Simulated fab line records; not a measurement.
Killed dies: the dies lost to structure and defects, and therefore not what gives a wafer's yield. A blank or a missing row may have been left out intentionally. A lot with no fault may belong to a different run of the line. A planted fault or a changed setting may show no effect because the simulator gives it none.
The tool behind it: which one? | flow nand_harc | 14 lots with 42 wafers sampled at 2 steps, on a route of 1302 steps

== WHAT THE GAUGES SHOWED, per wafer ==
NHARC_THIN_TSV_THK_MEAS_02: measures by ir. Usual: 2974 nm for thk_nm, sd 230.
lot  | measured     | on            | thk_nm (nm)    | flag
L470 | day 23 17:55 | film_metro-01 | 3474 3196 3220 |
L471 | day 24 11:26 | film_metro-02 | 3008 2478 2604 |
L474 | day 25 03:49 | film_metro-01 | 3183 3123 2879 |
L473 | day 25 18:25 | film_metro-01 | 2752 2848 2948 |
L476 | day 26 13:07 | film_metro-02 | 2606 3189 2781 |
L477 | day 26 20:47 | film_metro-02 | 2776 2896 2859 |
L478 | day 27 08:34 | film_metro-02 | 3132 2661 3157 |
L480 | day 28 11:12 | film_metro-02 | 3579 3224 3268 |
L475 | day 29 04:05 | film_metro-02 | 2725 3286 3031 |
L487 | day 32 01:28 | film_metro-01 | 3166 2939 3044 |
L488 | day 32 02:41 | film_metro-02 | 3105 2908 2897 |
L490 | day 32 10:44 | film_metro-02 | 2932 3205 2780 |
L492 | day 32 11:55 | film_metro-02 | 2874 2908 3073 |
L491 | day 32 13:06 | film_metro-02 | 3171 3243 3376 |

== WHAT TOOL EACH LOT RAN ON (gives the tool, then ch and the chambers of the sampled wafers, and finally the start) ==
lot  | NHARC_A_BONDPAD_PRE_CLEAN_26
L470 | pvd_sputter-01, day 23 17:55 or earlier
L471 | pvd_sputter-01, day 24 11:26 or earlier
L474 | pvd_sputter-01, day 25 03:49 or earlier
L473 | pvd_sputter-02, day 25 18:25 or earlier
L476 | pvd_sputter-01, day 26 13:07 or earlier
L477 | pvd_sputter-01, day 26 20:47 or earlier
L478 | pvd_sputter-01, day 27 08:34 or earlier
L480 | pvd_sputter-01, day 28 11:12 or earlier
L475 | pvd_sputter-02, day 29 04:05 or earlier
L487 | pvd_sputter-02, day 32 01:28 or earlier
L488 | pvd_sputter-02, day 32 02:41 or earlier
L490 | pvd_sputter-01, day 32 10:44 or earlier
L492 | pvd_sputter-01, day 32 11:55 or earlier
L491 | pvd_sputter-03, day 32 13:06 or earlier
- NHARC_A_BONDPAD_PRE_CLEAN_26: time 30 s.

== WHAT THE TOOLS THEMSELVES READ (means of the sampled wafers that have a number; where no wafer has one, the mark that the record gives instead) ==
NHARC_A_BONDPAD_PRE_CLEAN_26. Usual: 419 W for heater_power_w, sd 55.
lot  | tool           | heater_power_w (W) | flag
L470 | pvd_sputter-01 | 438                |
L471 | pvd_sputter-01 | 401                |
L474 | pvd_sputter-01 | 419                |
L473 | pvd_sputter-02 | 448                |
L476 | pvd_sputter-01 | 422                |
L477 | pvd_sputter-01 | 442                |
L478 | pvd_sputter-01 | 415                |
L480 | pvd_sputter-01 | 429                |
L475 | pvd_sputter-02 | 437                |
L487 | pvd_sputter-02 | 440                |
L488 | pvd_sputter-02 | 497                |
L490 | pvd_sputter-01 | 406                |
L492 | pvd_sputter-01 | 407                |
L491 | pvd_sputter-03 | 390                |

== THE ANSWER, worked out from the rows above alone ==
Rule: a lot is off if the mean of its wafers that have a number lies more than 3 standard deviations from the usual mean. A lot without any number at a reading at which 4 lots or more have one is off too. Any other lot the step has rows for is counted as sound. The gauges are gone through in route order, then the tools' own readings, and for those a lot's mean is taken as printed above. At the first step where some lot is off, the reading lying furthest off is the one used; lots without a number count as furthest.
No lot is off on any of the readings shown, so nothing can be concluded from this.

== WHAT HAD BEEN PUT IN BY THE SIMULATOR ==
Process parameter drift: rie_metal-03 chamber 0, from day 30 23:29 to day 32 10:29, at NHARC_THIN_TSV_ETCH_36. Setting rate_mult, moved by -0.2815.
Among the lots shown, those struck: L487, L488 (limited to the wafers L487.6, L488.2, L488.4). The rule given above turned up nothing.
